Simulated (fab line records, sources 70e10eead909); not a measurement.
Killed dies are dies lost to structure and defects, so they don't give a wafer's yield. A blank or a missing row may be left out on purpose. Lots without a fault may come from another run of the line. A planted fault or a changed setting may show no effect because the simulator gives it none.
A struck lot beside a sound one | flow nand_harc | 15 steps out of a route of 1159
Sound: wafers L205.2, L205.3, L205.6. Struck: wafer L219.4. (L219.3, L219.5 of the same lot were not struck and are left out.) The cause comes at the end.
At each step with rows: each side's tool, then ch and its chambers, then its first start. Under that, the readings that differ: sound wafers | struck wafers | difference of the means | sigmas: that difference in standard deviations of wafers without a fault.
alike: readings whose means differ by less than 2 such deviations, and words and numbers that are the same on both sides. not compared: withheld readings, readings that some wafer has no value for, bounds like >300 that may hide the same value, and numbers for which the record gives no deviation and whose values overlap.
The two part at a step that has a row with sigmas, a row that says differs or no value, or rows on one side only. Numbers that don't overlap but have no deviation are shown without sigmas and don't part them. A reading that every wafer of one side lacks parts them only if that side has two wafers or more.

NHARC_A_CHANNEL_HOLE_D1_STRIP_27: strips in O2.
  sound on rie_diel-06 ch 2,3; struck on rie_diel-12 ch 0
  alike: drypump_motor_current_A, oes_product_au, rf_vpp_V, showerhead_plenum_p_Torr, throttle_valve_pct
  not compared: rf_hours_counter_h
then, 2 steps without rows for these wafers: NHARC_A_CHANNEL_HOLE_D1_PRECLEAN_28 (cleans in SC1); NHARC_A_CHANNEL_HOLE_D1_SRD_29.
NHARC_A_CHANNEL_HOLE_D1_CD_MEAS_30:
  sound on cd_sem-02, day 9 08:23; struck on cd_sem-03, day 13 00:35
  alike: cd_nm
NHARC_A_CHANNEL_HOLE_D1_XSEM_31:
  sound on xsem-01 ch 0, day 9 08:29; struck on xsem-01 ch 0, day 13 00:41
  reading            | sound          | struck | difference | sigmas
  tilt_deg (degrees) | 0.11 0.11 0.11 | 0.02   | -0.09      | -3
  alike: bot_cd_nm, bow_nm
NHARC_A_CHANNEL_HOLE_D1_INSPECT_40:
  sound on defect_inspect-02, day 9 08:34; struck on defect_inspect-02, day 13 00:46
  reading          | sound    | struck | difference | sigmas
  raw_defect_count | 41 42 34 | 75     | +36        | +2
then, 2 steps without rows for these wafers: NHARC_A_CHANNEL_FILL_D1_PRECLEAN_00 (cleans in SC1); NHARC_A_CHANNEL_FILL_D1_SRD_01.
NHARC_A_CHANNEL_FILL_D1_ALD_02: deposits SiO2, target thk 6 nm, pulse time 10 s, ald cycles 60.
  sound on ald_hk-02 ch 1,3, day 9 08:50; struck on ald_hk-03 ch 0, day 13 01:02
  reading            | sound       | struck | difference | sigmas
  heater_power_w (W) | 550 477 524 | 398    | -119       | -3
  alike: precursor_pulse_height_rel
  not compared: ald_cycles
then, 1 step without rows for these wafers: NHARC_A_CHANNEL_FILL_D1_ALD_03 (deposits SiNx, target thk 6 nm, pulse time 60 s, ald cycles 58).
NHARC_A_CHANNEL_FILL_D1_ALD_14: deposits SiO2, target thk 2.5 nm, pulse time 10 s, ald cycles 25.
  sound on ald_hk-04 ch 1,3, day 9 15:48; struck on ald_hk-03 ch 1, day 13 07:59
  alike: heater_power_w, precursor_pulse_height_rel
  not compared: ald_cycles
NHARC_A_CHANNEL_FILL_D1_ALD_15: deposits SiNx, target thk 2 nm, pulse time 60 s, ald cycles 19.
  sound on ald_sin_batch-02 ch 0; struck on ald_sin_batch-02 ch 0
  alike: chamber_pressure_Torr, precursor_pulse_height_rel
  not compared: ald_cycles
NHARC_A_CHANNEL_FILL_D1_ALD_16: deposits SiO2, target thk 1.5 nm, pulse time 10 s, ald cycles 15.
  sound on ald_hk-02 ch 0,1, day 9 22:49; struck on ald_hk-03 ch 0, day 13 13:13
  reading                    | sound             | struck | difference | sigmas
  ald_cycles                 | 15 15 15          | 17     | +2         |
  precursor_pulse_height_rel | 0.997 1.028 1.027 | 0.963  | -0.054     | -3
  alike: heater_power_w
then, 1 step without rows for these wafers: NHARC_A_CHANNEL_FILL_D1_ANNEAL_17 (time 1800 s).
NHARC_END_SORT_01:
  the record has rows for the sound wafers here (prober-01 ch 0, day 20 10:43) and none for the struck ones

WHERE THEY PART
First at NHARC_A_CHANNEL_HOLE_D1_XSEM_31; last, within this record, at NHARC_END_SORT_01.

WHY: what the simulator had put in
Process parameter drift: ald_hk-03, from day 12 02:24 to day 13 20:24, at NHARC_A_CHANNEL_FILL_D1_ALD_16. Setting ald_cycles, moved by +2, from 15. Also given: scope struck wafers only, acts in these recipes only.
